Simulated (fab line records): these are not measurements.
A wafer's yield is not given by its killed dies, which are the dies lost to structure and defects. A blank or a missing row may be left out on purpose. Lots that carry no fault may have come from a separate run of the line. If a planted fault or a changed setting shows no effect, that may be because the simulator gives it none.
A sampling plan put to the test	flow nandHarc	each of the 55 faults these records tell of, on one fab line, judged from the records of the lots it struck
Plan = the line's own looks (route steps where a gauge or an inspection reads the wafer without altering it). A look can be judged if struck wafers have a number there and the file gives its usual mean and standard deviation on fault-free wafers. Caught: the struck wafers' mean, at a look after the fault's first step, is 4 or more of those standard deviations (sigma) away from the usual mean. On the tool: the fault's steps, tested the same way using the tool's own readings. It also counts as caught if the struck wafers ran another recipe or if their record alone is blank.

THE FAULTS, as the simulator had put them in
1. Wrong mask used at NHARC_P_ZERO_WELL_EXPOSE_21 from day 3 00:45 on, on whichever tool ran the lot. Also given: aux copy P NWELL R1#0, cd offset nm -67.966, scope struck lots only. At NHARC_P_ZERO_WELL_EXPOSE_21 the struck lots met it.
2. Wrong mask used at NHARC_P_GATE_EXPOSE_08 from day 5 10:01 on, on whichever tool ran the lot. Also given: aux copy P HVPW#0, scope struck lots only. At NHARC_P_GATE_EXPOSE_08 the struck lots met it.
3. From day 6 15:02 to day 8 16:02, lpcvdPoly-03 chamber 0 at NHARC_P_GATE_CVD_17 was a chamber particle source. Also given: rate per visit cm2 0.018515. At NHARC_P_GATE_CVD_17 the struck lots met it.
4. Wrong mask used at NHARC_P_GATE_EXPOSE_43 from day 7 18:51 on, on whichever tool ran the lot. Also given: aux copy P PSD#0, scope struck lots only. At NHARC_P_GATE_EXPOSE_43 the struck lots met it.
5. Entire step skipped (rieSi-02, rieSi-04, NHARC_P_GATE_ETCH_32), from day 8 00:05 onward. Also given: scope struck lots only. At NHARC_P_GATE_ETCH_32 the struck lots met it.
6. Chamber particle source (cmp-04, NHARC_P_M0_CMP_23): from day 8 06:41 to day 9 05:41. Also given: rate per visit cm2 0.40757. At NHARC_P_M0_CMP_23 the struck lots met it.
7. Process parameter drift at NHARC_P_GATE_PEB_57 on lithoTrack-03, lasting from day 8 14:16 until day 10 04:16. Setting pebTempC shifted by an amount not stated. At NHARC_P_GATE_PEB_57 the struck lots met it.
8. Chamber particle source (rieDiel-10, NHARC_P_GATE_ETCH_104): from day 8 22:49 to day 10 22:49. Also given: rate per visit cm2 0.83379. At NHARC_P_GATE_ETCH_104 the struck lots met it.
9. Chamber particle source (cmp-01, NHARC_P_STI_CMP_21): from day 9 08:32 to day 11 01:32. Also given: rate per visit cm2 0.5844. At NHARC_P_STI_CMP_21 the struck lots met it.
10. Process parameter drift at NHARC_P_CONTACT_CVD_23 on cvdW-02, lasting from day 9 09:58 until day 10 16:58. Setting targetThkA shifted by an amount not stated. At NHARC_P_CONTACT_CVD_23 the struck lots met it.
11. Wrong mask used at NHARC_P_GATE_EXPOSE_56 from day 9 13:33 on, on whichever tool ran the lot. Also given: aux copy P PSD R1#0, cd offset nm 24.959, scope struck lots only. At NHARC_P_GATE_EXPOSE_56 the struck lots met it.
12. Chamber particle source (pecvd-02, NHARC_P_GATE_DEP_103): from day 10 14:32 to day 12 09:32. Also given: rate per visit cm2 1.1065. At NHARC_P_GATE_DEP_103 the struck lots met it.
13. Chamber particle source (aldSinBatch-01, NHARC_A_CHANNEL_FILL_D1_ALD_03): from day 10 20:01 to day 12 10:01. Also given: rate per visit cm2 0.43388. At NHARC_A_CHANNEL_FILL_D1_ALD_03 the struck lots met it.
14. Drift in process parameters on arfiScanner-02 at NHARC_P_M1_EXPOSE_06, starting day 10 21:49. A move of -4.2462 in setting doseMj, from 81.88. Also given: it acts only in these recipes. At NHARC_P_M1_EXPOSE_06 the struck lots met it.
15. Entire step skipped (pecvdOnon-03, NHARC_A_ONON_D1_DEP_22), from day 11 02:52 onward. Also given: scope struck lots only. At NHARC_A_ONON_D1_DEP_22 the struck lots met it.
16. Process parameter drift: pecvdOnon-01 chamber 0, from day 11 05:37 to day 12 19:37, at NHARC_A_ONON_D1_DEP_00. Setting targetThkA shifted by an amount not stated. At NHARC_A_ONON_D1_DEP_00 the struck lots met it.
17. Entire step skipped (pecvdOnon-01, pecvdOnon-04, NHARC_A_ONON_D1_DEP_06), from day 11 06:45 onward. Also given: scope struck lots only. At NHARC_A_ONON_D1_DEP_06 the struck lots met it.
18. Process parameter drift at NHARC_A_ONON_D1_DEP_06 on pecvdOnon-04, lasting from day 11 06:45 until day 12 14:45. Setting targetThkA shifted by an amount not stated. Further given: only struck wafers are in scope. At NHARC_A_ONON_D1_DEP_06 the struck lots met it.
19. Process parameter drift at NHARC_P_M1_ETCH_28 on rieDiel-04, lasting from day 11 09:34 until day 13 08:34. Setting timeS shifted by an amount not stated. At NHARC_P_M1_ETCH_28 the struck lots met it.
20. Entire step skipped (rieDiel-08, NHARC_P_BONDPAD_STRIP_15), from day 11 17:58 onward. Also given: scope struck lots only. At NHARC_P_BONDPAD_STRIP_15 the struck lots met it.
21. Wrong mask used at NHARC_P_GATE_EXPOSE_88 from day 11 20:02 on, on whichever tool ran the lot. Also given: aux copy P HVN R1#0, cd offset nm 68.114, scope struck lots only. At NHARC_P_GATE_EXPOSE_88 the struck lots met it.
22. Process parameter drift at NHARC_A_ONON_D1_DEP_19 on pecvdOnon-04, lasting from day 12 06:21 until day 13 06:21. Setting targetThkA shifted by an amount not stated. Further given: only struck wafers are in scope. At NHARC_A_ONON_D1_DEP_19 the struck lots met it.
23. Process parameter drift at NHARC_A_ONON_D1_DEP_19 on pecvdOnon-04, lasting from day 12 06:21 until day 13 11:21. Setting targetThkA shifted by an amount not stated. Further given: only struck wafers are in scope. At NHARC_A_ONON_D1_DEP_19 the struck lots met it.
24. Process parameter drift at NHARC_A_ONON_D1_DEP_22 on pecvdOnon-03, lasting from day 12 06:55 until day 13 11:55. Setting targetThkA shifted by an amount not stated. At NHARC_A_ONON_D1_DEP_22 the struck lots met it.
25. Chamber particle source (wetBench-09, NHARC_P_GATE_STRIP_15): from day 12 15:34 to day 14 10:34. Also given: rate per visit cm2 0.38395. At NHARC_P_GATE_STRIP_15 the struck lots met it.
26. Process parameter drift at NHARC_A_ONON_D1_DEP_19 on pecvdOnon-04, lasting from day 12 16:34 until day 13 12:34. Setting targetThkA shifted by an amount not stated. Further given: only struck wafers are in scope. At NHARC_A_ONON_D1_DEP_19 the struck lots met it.
27. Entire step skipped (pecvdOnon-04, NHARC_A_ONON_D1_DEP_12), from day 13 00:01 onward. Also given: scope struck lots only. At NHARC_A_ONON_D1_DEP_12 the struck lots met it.
28. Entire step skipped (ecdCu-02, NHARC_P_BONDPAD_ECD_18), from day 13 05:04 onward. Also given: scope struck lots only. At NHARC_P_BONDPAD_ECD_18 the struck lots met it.
29. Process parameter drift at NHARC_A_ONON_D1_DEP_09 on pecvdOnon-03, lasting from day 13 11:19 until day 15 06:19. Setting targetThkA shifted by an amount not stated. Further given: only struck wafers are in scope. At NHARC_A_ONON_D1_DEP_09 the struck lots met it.
30. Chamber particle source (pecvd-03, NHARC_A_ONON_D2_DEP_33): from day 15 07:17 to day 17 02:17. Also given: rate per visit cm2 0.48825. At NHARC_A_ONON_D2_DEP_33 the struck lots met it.
31. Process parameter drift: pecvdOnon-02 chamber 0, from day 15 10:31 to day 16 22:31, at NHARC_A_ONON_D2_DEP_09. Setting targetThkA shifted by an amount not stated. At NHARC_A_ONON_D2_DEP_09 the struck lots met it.
32. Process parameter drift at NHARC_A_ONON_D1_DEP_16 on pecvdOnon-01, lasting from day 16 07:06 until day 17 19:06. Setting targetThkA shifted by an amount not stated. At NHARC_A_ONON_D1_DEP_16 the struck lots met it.
33. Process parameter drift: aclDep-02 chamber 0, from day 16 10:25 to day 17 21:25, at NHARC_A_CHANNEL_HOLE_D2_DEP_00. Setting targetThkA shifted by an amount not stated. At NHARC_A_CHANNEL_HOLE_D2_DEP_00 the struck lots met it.
34. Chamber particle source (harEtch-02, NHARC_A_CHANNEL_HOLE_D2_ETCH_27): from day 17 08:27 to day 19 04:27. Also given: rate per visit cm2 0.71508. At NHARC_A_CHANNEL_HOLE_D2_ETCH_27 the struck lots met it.
35. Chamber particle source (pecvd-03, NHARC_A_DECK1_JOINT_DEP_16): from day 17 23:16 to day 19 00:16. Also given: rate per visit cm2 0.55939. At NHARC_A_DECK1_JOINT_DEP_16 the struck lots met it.
36. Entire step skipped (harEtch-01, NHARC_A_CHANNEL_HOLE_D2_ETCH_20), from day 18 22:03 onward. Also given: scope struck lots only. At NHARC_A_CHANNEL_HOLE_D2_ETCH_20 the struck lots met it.
37. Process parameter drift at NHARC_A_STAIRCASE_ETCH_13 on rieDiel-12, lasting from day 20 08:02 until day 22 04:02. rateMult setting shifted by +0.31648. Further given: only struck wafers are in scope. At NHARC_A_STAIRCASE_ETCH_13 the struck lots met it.
38. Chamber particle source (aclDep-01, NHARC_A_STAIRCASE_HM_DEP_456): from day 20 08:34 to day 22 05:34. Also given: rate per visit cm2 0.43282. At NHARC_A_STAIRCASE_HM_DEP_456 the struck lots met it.
39. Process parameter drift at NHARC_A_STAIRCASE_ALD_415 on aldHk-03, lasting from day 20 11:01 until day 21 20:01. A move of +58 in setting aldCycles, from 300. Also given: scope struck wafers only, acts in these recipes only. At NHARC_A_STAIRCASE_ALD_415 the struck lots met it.
40. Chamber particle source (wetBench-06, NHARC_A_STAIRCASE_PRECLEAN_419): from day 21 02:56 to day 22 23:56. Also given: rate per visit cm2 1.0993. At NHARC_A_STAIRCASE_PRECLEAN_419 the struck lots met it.
41. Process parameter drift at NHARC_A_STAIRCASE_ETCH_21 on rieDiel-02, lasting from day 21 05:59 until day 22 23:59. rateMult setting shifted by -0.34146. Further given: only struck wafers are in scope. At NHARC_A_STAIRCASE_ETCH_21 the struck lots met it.
42. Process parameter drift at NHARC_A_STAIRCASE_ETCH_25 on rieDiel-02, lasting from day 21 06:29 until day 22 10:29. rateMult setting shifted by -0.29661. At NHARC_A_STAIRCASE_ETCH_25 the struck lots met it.
43. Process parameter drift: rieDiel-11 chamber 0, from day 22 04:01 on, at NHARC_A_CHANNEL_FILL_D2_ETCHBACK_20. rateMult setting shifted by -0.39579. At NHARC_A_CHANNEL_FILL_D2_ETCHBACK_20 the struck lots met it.
44. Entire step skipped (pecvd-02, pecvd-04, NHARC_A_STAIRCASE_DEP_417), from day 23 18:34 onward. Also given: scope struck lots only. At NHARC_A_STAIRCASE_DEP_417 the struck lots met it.
45. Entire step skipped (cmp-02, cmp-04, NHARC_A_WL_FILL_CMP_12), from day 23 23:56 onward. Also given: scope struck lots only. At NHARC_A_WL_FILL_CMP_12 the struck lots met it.
46. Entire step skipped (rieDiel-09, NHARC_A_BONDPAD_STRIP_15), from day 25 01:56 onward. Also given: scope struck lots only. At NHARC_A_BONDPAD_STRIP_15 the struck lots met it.
47. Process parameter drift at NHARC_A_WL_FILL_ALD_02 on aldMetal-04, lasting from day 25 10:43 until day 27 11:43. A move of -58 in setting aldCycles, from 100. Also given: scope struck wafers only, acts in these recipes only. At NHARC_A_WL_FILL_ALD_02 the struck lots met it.
48. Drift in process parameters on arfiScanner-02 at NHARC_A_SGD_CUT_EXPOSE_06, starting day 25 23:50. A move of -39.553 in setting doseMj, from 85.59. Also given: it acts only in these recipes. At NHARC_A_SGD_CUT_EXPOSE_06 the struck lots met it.
49. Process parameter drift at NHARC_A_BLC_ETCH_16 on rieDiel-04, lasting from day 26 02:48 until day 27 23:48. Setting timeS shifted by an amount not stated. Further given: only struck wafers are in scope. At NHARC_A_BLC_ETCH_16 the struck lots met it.
50. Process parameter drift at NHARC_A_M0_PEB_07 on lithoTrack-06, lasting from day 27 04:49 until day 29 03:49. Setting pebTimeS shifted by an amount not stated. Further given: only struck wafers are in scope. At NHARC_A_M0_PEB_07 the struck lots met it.
51. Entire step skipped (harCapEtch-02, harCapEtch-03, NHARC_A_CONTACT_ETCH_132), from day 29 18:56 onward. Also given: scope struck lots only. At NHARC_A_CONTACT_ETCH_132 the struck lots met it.
52. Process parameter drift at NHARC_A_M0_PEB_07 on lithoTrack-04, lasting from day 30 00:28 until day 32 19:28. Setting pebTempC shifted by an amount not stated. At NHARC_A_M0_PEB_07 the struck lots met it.
53. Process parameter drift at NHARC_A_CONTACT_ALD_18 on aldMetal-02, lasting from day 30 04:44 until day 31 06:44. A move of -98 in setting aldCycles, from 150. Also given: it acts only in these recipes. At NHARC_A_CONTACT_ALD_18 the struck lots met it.
54. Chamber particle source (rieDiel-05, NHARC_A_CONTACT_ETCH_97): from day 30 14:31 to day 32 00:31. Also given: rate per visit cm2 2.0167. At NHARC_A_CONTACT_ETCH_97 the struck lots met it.
55. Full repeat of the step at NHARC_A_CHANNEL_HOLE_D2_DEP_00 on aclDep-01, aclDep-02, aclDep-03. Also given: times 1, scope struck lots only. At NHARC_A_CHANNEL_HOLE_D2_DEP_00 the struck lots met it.

WHAT THE PLAN SAW
fault	on the tool itself	first look that catches it	reading, sigma	median hours from its first step to that look	hours from the fault's start to the first struck lot there	judged looks passed uncaught
1	no reading that can be judged	NHARC_P_ZERO_WELL_CD_MEAS_24	cdNm -45	0.2	4	0
2	under 2 sigma	NHARC_END_SORT_01	killedAtPeriphery +99 or beyond	508.2	508	0
3	no reading that can be judged	none of the 3 looks that can be judged after it	strongest: rawDefectCount at NHARC_P_GATE_INSPECT_28, +3.6	-	-	3
4	no reading that can be judged	NHARC_END_SORT_01	killedAtPeriphery +99 or beyond	477.7	483	0
5	the tool's record is blank for the struck wafers	NHARC_END_SORT_01	killedAtPeriphery +99 or beyond	471.0	477	0
6	under 2 sigma	NHARC_P_M1_INSPECT_11	rawDefectCount +99 or beyond	1.9	10	0
7	plateTempC +69 sigma	NHARC_P_GATE_CD_MEAS_59	cdNm +6.2	0.1	7	0
8	under 2 sigma	NHARC_P_GATE_INSPECT_68	rawDefectCount +8.0	18.7	35	0
9	under 2 sigma	NHARC_P_STI_INSPECT_25	rawDefectCount +5.6	8.1	17	0
10	under 2 sigma	no look after it can be judged	-	-	-	0
11	under 2 sigma	NHARC_P_GATE_CD_MEAS_59	cdNm +16	0.2	9	0
12	under 2 sigma	NHARC_P_GATE_INSPECT_28	rawDefectCount +99 or beyond	0.7	14	0
13	under 2 sigma	none of the 3 looks that can be judged after it	strongest: killedAtArray at NHARC_END_SORT_01, +3.5	-	-	3
14	exposureDoseMJCm2 -42 sigma	NHARC_P_M1_CD_MEAS_09	cdNm -5.0	0.1	9	0
15	the tool's record is blank for the struck wafers	NHARC_END_SORT_01	killedDies +34	393.1	402	0
16	under 2 sigma	NHARC_A_ONON_D1_THK_MEAS_02	thkNm +63	0.5	6	0
17	the tool's record is blank for the struck wafers	NHARC_END_SORT_01	killedDies +34	394.3	406	0
18	no reading that can be judged	NHARC_A_ONON_D1_THK_MEAS_08	thkNm +79	0.5	6	0
19	runLengthS -36 sigma	not the one look that can be judged after it	-	-	-	1
20	the tool's record is blank for the struck wafers	NHARC_END_SORT_01	killedAtPeriphery +99 or beyond	430.3	427	0
21	no reading that can be judged	NHARC_P_GATE_CD_MEAS_91	cdNm +31	0.1	0	0
22	no reading that can be judged	NHARC_A_ONON_D1_THK_MEAS_21	thkNm +49	0.4	9	0
23	no reading that can be judged	NHARC_A_ONON_D1_THK_MEAS_21	thkNm -12	0.4	13	0
24	no reading that can be judged	NHARC_A_ONON_D1_THK_MEAS_24	thkNm +5.9	0.4	9	0
25	under 2 sigma	NHARC_P_GATE_INSPECT_28	rawDefectCount +87	18.4	22	0
26	under 2 sigma	NHARC_A_ONON_D1_THK_MEAS_21	thkNm -9.0	0.4	2	0
27	the tool's record is blank for the struck wafers	NHARC_END_SORT_01	killedDies +34	402.0	397	0
28	the tool's record is blank for the struck wafers	NHARC_P_BONDPAD_THK_MEAS_20	thkNm -99 or beyond	1.1	10	0
29	under 2 sigma	NHARC_A_ONON_D1_THK_MEAS_11	thkNm +59	0.5	10	0
30	under 2 sigma	none of the 2 looks that can be judged after it	strongest: killedAtArray at NHARC_END_SORT_01, +3.9	-	-	2
31	no reading that can be judged	NHARC_A_ONON_D2_THK_MEAS_11	thkNm +58	0.5	7	0
32	no reading that can be judged	NHARC_A_ONON_D1_THK_MEAS_18	thkNm -34	0.4	9	0
33	under 2 sigma	NHARC_END_SORT_01	killedDies +30	271.1	282	0
34	under 2 sigma	NHARC_A_CHANNEL_HOLE_D2_INSPECT_40	rawDefectCount +5.5	1.8	21	0
35	under 2 sigma	NHARC_A_DECK1_JOINT_INSPECT_05	rawDefectCount +4.0	0.3	11	0
36	the tool's record is blank for the struck wafers	NHARC_A_CHANNEL_HOLE_D2_CD_MEAS_31	cdNm -81	5.4	18	0
37	oesProductAu +11 sigma	NHARC_END_SORT_01	killedAtArray +34	211.8	220	0
38	under 2 sigma	NHARC_END_SORT_01	killedAtArray +4.3	197.2	211	0
39	under 2 sigma	NHARC_END_SORT_01	killedDies +11	180.4	179	0
40	under 2 sigma	NHARC_END_SORT_01	killedAtArray +4.8	167.8	171	2
41	oesProductAu -11 sigma	NHARC_END_SORT_01	killedAtArray +34	212.9	234	0
42	oesProductAu -14 sigma	NHARC_END_SORT_01	killedDies +34	211.1	231	0
43	oesProductAu -11 sigma	NHARC_END_SORT_01	killedAtArray +34	250.5	257	0
44	the tool's record is blank for the struck wafers	NHARC_END_SORT_01	killedAtArray +34	182.6	186	0
45	the tool's record is blank for the struck wafers	NHARC_A_WL_FILL_INSPECT_15	rawDefectCount +15	0.4	4	0
46	the tool's record is blank for the struck wafers	NHARC_END_SORT_01	sort_bin_2_pct +76	35.0	41	0
47	under 2 sigma	NHARC_END_SORT_01	killedDies +34	97.7	98	0
48	exposureDoseMJCm2 -99 or beyond sigma	NHARC_A_SGD_CUT_CD_MEAS_09	cdNm -47	0.1	5	0
49	runLengthS -28 sigma	not the one look that can be judged after it	strongest: killedAtArray at NHARC_END_SORT_01, +2.3	-	-	1
50	under 2 sigma	NHARC_A_M0_CD_MEAS_09	cdNm +5.7	0.1	14	0
51	the tool's record is blank for the struck wafers	NHARC_END_SORT_01	killedAtArray +34	66.2	74	0
52	plateTempC +69 sigma	NHARC_A_M0_CD_MEAS_09	cdNm +32	0.1	2	0
53	under 2 sigma	NHARC_END_SORT_01	killedAtArray +34	54.0	65	0
54	under 2 sigma	NHARC_END_SORT_01	killedAtArray +4.8	64.2	68	1
55	under 2 sigma	NHARC_END_SORT_01	killedDies +34	308.0	-	0
Dash: fault not caught, or number not given in these records.

Caught at a look: 49 of 55. Caught on the tool: 21 of 55. By one or the other: 51 of 55.
Faults caught by the tool alone: 19, 49.
Caught at a look alone: faults 1, 2, 4, 6, 8, 9, 11, 12, 16, 18, 21, 22, 23, 24, 25, 26, 29, 31, 32, 33, 34, 35, 38, 39, 40, 47, 50, 53, 54, 55.
Caught by neither: faults 3, 10, 13, 30.

THINNER SAMPLING
If the look that catches a fault measured only every second or every third lot, by lot number, the first struck lot would be measured this late in the worst case:
fault	struck lots at that look, in order of time	every lot	every second lot	every third lot
1	L146	4 h	may miss it	may miss it
2	L845	508 h	may miss it	may miss it
4	L428	483 h	may miss it	may miss it
5	L428, L429	477 h	484 h	may miss all 2
6	L343, L344	10 h	16 h	may miss all 2
7	L526, L527	7 h	15 h	may miss all 2
8	L579, L580	35 h	46 h	may miss all 2
9	L801, L804	17 h	44 h	may miss all 2
11	L696	9 h	may miss it	may miss it
12	L997, L998	14 h	31 h	may miss all 2
14	L218, L222	9 h	may miss all 2	may miss all 2
15	L950, L951	402 h	410 h	may miss all 2
16	L499, L500	6 h	23 h	may miss all 2
17	L553, L554	406 h	407 h	may miss all 2
18	L904, L906	6 h	may miss all 2	may miss all 2
20	L256, L257	427 h	460 h	may miss all 2
21	L532	0 h	may miss it	may miss it
22	L963, L964	9 h	13 h	may miss all 2
23	L352, L353	13 h	25 h	may miss all 2
24	L210, L212	9 h	may miss all 2	may miss all 2
25	L239, L241	22 h	may miss all 2	may miss all 2
26	L264, L265	2 h	15 h	may miss all 2
27	L784, L785	397 h	430 h	may miss all 2
28	L534, L535	10 h	17 h	may miss all 2
29	L522, L523, L524	10 h	29 h	36 h
31	L157, L159	7 h	may miss all 2	may miss all 2
32	L428, L429	9 h	23 h	may miss all 2
33	L664, L665	282 h	284 h	may miss all 2
34	L489, L490	21 h	31 h	may miss all 2
35	L805, L806	11 h	18 h	may miss all 2
36	L112, L113	18 h	22 h	may miss all 2
37	L122, L123	220 h	221 h	may miss all 2
38	L805, L807	211 h	may miss all 2	may miss all 2
39	L186	179 h	may miss it	may miss it
40	L901, L903	171 h	may miss all 2	may miss all 2
41	L661, L662, L664	234 h	234 h	may miss all 3
42	L992, L993	231 h	231 h	may miss all 2
43	L133	257 h	may miss it	may miss it
44	L523, L524	186 h	186 h	may miss all 2
45	L388, L389, L387	4 h	16 h	16 h
46	L488, L487	41 h	53 h	may miss all 2
47	L184, L187, L188	98 h	131 h	may miss all 3
48	L241, L244	5 h	42 h	may miss all 2
50	L863	14 h	may miss it	may miss it
51	L678, L679, L681	74 h	75 h	may miss all 3
52	L934	2 h	may miss it	may miss it
53	L225, L226	65 h	65 h	may miss all 2
54	L249, L251	68 h	may miss all 2	may miss all 2
Hours are from the fault's start to the first struck lot that is measured. Since the struck wafers were tested as one group against 4 sigma, a single lot by itself may lie under the limit. Other struck lots may not be in these records.

THE LONGEST TIMED WAY FROM STEP TO LOOK
For fault 2, NHARC_P_GATE_EXPOSE_08 and NHARC_END_SORT_01 are separated by a median of 508.2 hours. No look between them can be judged.
